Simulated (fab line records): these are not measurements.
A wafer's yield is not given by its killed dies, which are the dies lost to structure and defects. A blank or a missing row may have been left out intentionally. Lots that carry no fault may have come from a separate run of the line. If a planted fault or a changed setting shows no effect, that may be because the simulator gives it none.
fab line records ; flow nand-harc ; part 2 of 2: steps 25 to 33 of 33
record lots=5; wafers=15; last-day=24
route steps=1159 shown A_STAIRCASE@694
lots that met no fault: from a run of the same line without faults
start-h: the number of hours between the record's first day and the start of the first shown wafer of the lot ; wait-h: hours elapsed since this lot's preceding step ; " repeats the value in the row above ; L1.1+2: several wafers, shown together as one row ; - value missing, or start not given ; * or withheld: withheld ; < > ~ a bound
route shown NAME@n: names a module that has steps shown in the file, with the first one's number in the route ; usual: the fault-free wafers' mean and standard deviation ; same: alike in all rows ; chamber/n: place in a boat ; sites: each site's reading ; _std_site: the standard deviation of these ; _edge_site: outer sites' mean less inner sites' ; radius-mm: how far each site lies from the wafer's centre ; mask NAME#n: copy n ; behind: the most recent tool/chamber to have shaped the wafer ; hold: cause of the lot's hold/its duration in hours/its outcome ; device: the transistor (n, p or np) that didn't switch ; end of line: at the end of the route, the tests of the same wafers ; for a step that has no rows: nothing shown but its recipe ; killed: count of dies lost to structure and defects at first sort (not the wafer's yield) ; map: shows each die of a wafer: x if killed, . if not, _ if none is there
set.NAME: the run value of the setting; set.NAME@STEP: its run value at that earlier step ; model.NAME: the simulator's own value behind a step, which no gauge read
certain route steps with their lots: each step a table, each wafer a row
services: when a tool's chamber went out of use (start-h, in hours from the record's first day, below 0 if earlier), for how many hours, and the reason
## steps
# step NHARC_A_STAIRCASE_PEB_439
# recipe peb-temp-c=115; peb-time-s=130
# usual exhaust-pa=45.0/0.76; resist-line-temp-C=23.00/0.083
lot.wafer;tool;chamber;start-h;wait-h;exhaust-pa;resist-line-temp-C
L079.4;litho-track-03;0;337.94;0.0;45.5;23.04
L079.5;litho-track-03;0;337.94;0.0;45.5;23.15
L079.6;litho-track-03;0;337.94;0.0;45.7;23.03
L089.2;litho-track-02;0;399.94;0.1;45.1;23.01
L089.3;litho-track-02;0;399.94;0.1;44.2;23.00
L089.6;litho-track-02;0;399.94;0.1;44.9;23.26
L093.3;litho-track-03;0;412.62;0.0;44.9;23.09
L093.4;litho-track-03;0;412.62;0.0;44.3;22.99
L093.5;litho-track-03;0;412.62;0.0;46.2;22.92
L094.1;litho-track-02;0;428.41;0.1;45.7;22.95
L094.2;litho-track-02;0;428.41;0.1;45.6;23.14
L094.3;litho-track-02;0;428.41;0.1;44.7;23.05
L095.1;litho-track-02;0;428.57;0.1;44.2;23.12
L095.4;litho-track-02;0;428.57;0.1;43.1;23.18
L095.5;litho-track-02;0;428.57;0.1;44.6;23.07
# step NHARC_A_STAIRCASE_DEVELOP_440
# recipe time-s=140
# usual exhaust-pa=45.0/1; resist-line-temp-C=22.99/0.1
lot.wafer;tool;chamber;start-h;wait-h;exhaust-pa;resist-line-temp-C
L079.4;litho-track-03;0;-;-;43.1;22.85
L079.5;litho-track-03;0;-;-;44.1;22.77
L079.6;litho-track-03;0;-;-;44.5;22.94
L089.2;litho-track-02;0;-;-;44.6;22.99
L089.3;litho-track-02;0;-;-;44.8;22.95
L089.6;litho-track-02;0;-;-;45.5;22.99
L093.3;litho-track-03;0;-;-;43.5;23.01
L093.4;litho-track-03;0;-;-;44.5;22.86
L093.5;litho-track-03;0;-;-;44.5;22.91
L094.1;litho-track-02;0;-;-;47.0;22.87
L094.2;litho-track-02;0;-;-;47.2;22.99
L094.3;litho-track-02;0;-;-;45.6;22.95
L095.1;litho-track-02;0;-;-;44.4;23.17
L095.4;litho-track-02;0;-;-;43.0;23.23
L095.5;litho-track-02;0;-;-;43.2;23.26
# step NHARC_A_STAIRCASE_HARDBAKE_442
# recipe temp-c=120; time-s=140
# usual exhaust-pa=45.1/0.73; resist-line-temp-C=22.99/0.11
lot.wafer;tool;chamber;start-h;wait-h;exhaust-pa;resist-line-temp-C
L079.4;litho-track-03;0;338.17;-;44.9;22.99
L079.5;litho-track-03;0;338.17;-;45.1;22.96
L079.6;litho-track-03;0;338.17;-;46.0;22.87
L089.2;litho-track-03;0;400.16;-;45.4;23.04
L089.3;litho-track-03;0;400.16;-;45.3;22.84
L089.6;litho-track-03;0;400.16;-;45.4;22.89
L093.3;litho-track-03;0;412.86;-;46.0;23.01
L093.4;litho-track-03;0;412.86;-;45.7;22.96
L093.5;litho-track-03;0;412.86;-;46.1;23.00
L094.1;litho-track-05;0;428.63;-;46.1;23.07
L094.2;litho-track-05;0;428.63;-;45.7;22.96
L094.3;litho-track-05;0;428.63;-;45.1;23.11
L095.1;litho-track-02;0;428.79;-;45.5;23.23
L095.4;litho-track-02;0;428.79;-;44.1;23.03
L095.5;litho-track-02;0;428.79;-;44.7;23.01
# step NHARC_A_STAIRCASE_DESCUM_443
# recipe time-s=3; o2-flow-sccm=200; ar-flow-sccm=0; bias-power-w=0; chemistry=O2
# usual drypump-motor-current-A=5.6/0.45; oes-product-au=1.001/0.015; rf-vpp-V=57.6/0.84; showerhead-plenum-p-Torr=1.90/0.092; throttle-valve-pct=11.311/0.0083
lot.wafer;tool;chamber;start-h;wait-h;drypump-motor-current-A;oes-product-au;rf-hours-counter-h;rf-vpp-V;showerhead-plenum-p-Torr;throttle-valve-pct
L079.4;rie-diel-04;3;338.27;-;5.6;0.978;15;57.5;1.93;11.309
L079.6;rie-diel-04;1;338.27;-;5.9;1.012;-;56.7;1.93;11.318
L079.5;rie-diel-04;2;338.27;-;5.3;1.005;-;56.5;1.87;11.317
L089.2;rie-diel-02;0;400.26;-;6.2;1.012;25;56.9;1.77;11.303
L089.3;rie-diel-02;1;400.26;-;6.3;0.989;25;57.4;1.81;11.316
L089.6;rie-diel-02;0;400.26;-;6.2;1.026;-;57.3;1.77;11.330
L093.3;rie-diel-01;0;412.95;-;5.8;0.986;32;58.2;1.95;11.310
L093.4;rie-diel-01;1;412.95;-;5.3;0.992;35;57.6;2.04;11.309
L093.5;rie-diel-01;0;412.95;-;5.8;0.981;-;57.2;1.95;11.320
L094.2;rie-diel-04;0;428.72;-;5.0;1.017;51;59.9;2.00;11.311
L094.3;rie-diel-04;1;428.72;-;6.0;1.026;52;58.2;1.92;11.308
L094.1;rie-diel-04;3;428.72;-;5.6;0.981;50;57.1;1.92;11.337
L095.4;rie-diel-01;0;429.09;-;5.8;1.001;37;58.4;1.95;11.314
L095.1;rie-diel-01;1;429.09;-;5.3;0.999;41;58.9;2.04;11.298
L095.5;rie-diel-01;0;429.09;-;5.8;0.990;-;57.1;1.95;11.319
# step NHARC_A_STAIRCASE_ETCH_444
# recipe target-depth-a=1.02e+05; time-s=3400; c4f8-flow-sccm=20; o2-flow-sccm=10; ar-flow-sccm=withheld; rf-w=600; bias-w=1000; chemistry=C4F8/O2
# usual oes-product-au=0.932/0.02; rf-fwd-power-W=599.8/1.8; rf-vpp-V=807/5.5
lot.wafer;tool;chamber;start-h;wait-h;oes-product-au;rf-fwd-power-W;rf-hours-counter-h;rf-vpp-V
L079.4;rie-diel-04;1;338.81;0.5;0.938;600.8;19;808
L079.6;rie-diel-04;3;338.81;0.5;0.916;600.2;-;808
L079.5;rie-diel-04;0;338.81;0.5;0.928;600.9;-;811
L089.3;rie-diel-02;0;400.33;0.1;0.930;598.4;25;797
L089.2;rie-diel-02;1;400.33;0.1;0.914;602.3;25;800
L089.6;rie-diel-02;1;400.33;0.1;0.915;602.0;-;803
L093.3;rie-diel-01;1;413.03;0.1;0.932;597.0;35;814
L093.4;rie-diel-01;3;413.03;0.1;0.930;602.1;33;801
L093.5;rie-diel-01;2;413.03;0.1;0.930;599.2;-;808
L094.1;rie-diel-04;1;429.04;0.3;0.923;598.2;53;808
L094.3;rie-diel-04;2;429.04;0.3;0.930;599.0;53;803
L094.2;rie-diel-04;3;429.04;0.3;0.904;599.6;50;808
L095.4;rie-diel-01;1;429.41;0.3;0.925;597.8;41;815
L095.1;rie-diel-01;3;429.41;0.3;0.915;597.1;38;800
L095.5;rie-diel-01;0;429.41;0.3;0.919;598.3;-;810
# step NHARC_A_STAIRCASE_STRIP_446
# recipe power-w=1500; temp-c=250; chemistry=O2
# usual drypump-motor-current-A=5.5/0.33; heater-power-w=339/12
lot.wafer;tool;chamber;start-h;wait-h;drypump-motor-current-A;heater-power-w;rf-hours-counter-h
L079.4;plasma-asher-02;0;340.69;0.1;6.0;352;-
L079.6;plasma-asher-02;0;340.69;0.1;6.0;350;-
L079.5;plasma-asher-02;1;340.69;0.1;5.1;335;-
L089.2;plasma-asher-02;0;402.61;0.0;6.0;343;12
L089.3;plasma-asher-02;0;402.61;0.0;6.0;341;-
L089.6;plasma-asher-02;0;402.61;0.0;6.0;332;-
L093.4;plasma-asher-01;0;415.40;0.1;5.7;347;-
L093.3;plasma-asher-01;1;415.40;0.1;5.3;324;-
L093.5;plasma-asher-01;0;415.40;0.1;5.7;344;-
L094.2;plasma-asher-02;1;431.06;0.0;5.1;354;18
L094.1;plasma-asher-02;0;431.06;0.0;6.0;337;18
L094.3;plasma-asher-02;0;431.06;0.0;6.0;348;-
L095.1;plasma-asher-01;0;431.50;0.1;5.7;351;54
L095.4;plasma-asher-01;1;431.50;0.1;5.3;313;-
L095.5;plasma-asher-01;1;431.50;0.1;5.3;323;-
# step NHARC_A_STAIRCASE_STRIP_447
# recipe time-s=900; temp-c=130; chemistry=SPM
lot.wafer;tool;chamber;start-h;wait-h
L079.4+5+6;wet-bench-01;5,7,0;340.94;0.2
L089.6+2+3;wet-bench-03;3,4,5;402.98;0.1
L093.5+3+4;wet-bench-01;3,4,5;415.69;0.1
L094.1+3+2;wet-bench-09;3,4,6;431.43;0.3
L095.1+4+5;wet-bench-01;5,6,0;431.80;0.3
# step NHARC_A_STAIRCASE_PRECLEAN_448
# recipe time-s=*; temp-c=50; bath-age-min=0; chemistry=SC1
# usual diw-flow-mL-min=1415/3.9
# same bath-age-min=0
lot.wafer;tool;chamber;start-h;wait-h;diw-flow-mL-min
L079.4;wet-bench-01;5;-;-;1411
L079.5;wet-bench-01;7;-;-;1410
L079.6;wet-bench-01;0;-;-;1414
L089.6;wet-bench-03;3;-;-;1413
L089.2;wet-bench-03;4;-;-;1413
L089.3;wet-bench-03;5;-;-;1416
L093.5;wet-bench-01;3;-;-;1415
L093.3;wet-bench-01;4;-;-;1416
L093.4;wet-bench-01;5;-;-;1417
L094.1;wet-bench-09;3;-;-;1412
L094.3;wet-bench-09;4;-;-;1414
L094.2;wet-bench-09;6;-;-;1418
L095.1;wet-bench-01;5;-;-;1417
L095.4;wet-bench-01;6;-;-;1415
L095.5;wet-bench-01;0;-;-;1411
# step NHARC_A_STAIRCASE_SRD_449
lot.wafer;tool;chamber;start-h;wait-h
L079.4+5+6;wet-bench-01;5,7,0;-;-
L089.6+2+3;wet-bench-03;3,4,5;-;-
L093.5+3+4;wet-bench-01;3,4,5;-;-
L094.1+3+2;wet-bench-09;3,4,6;-;-
L095.1+4+5;wet-bench-01;5,6,0;-;-
## services
tool;chamber;start-h;hours;kind
lpcvd-02;-;279.29;1.4;repair
ald-hk-02;-;281.53;10.0;pm
wet-bench-09;-;288.84;8.0;pm
rie-diel-04;-;288.97;9.0;pm
pecvd-03;-;292.61;13.0;pm
rie-diel-02;0;310.33;8.5;repair
rie-diel-01;-;314.81;9.0;pm
wet-bench-03;-;322.40;8.0;pm
rie-diel-01;2;323.83;8.6;repair
ald-hk-03;-;324.05;10.0;pm
rie-diel-02;-;327.70;9.0;pm
litho-track-02;-;340.00;7.0;pm
rie-diel-02;3;355.46;16.0;repair
pecvd-04;2;358.48;14.3;repair
wet-h3po4-02;-;359.59;8.0;pm
pecvd-04;-;376.33;13.0;pm
wet-bench-09;-;382.45;1.6;repair
litho-track-03;-;388.00;7.0;pm
wet-bench-01;-;389.74;8.0;pm
rie-diel-01;0;390.21;8.2;repair
pecvd-01;-;393.52;1.6;repair
lpcvd-02;-;411.05;1.9;repair
litho-track-05;-;412.00;7.0;pm
pecvd-01;-;418.06;13.0;pm
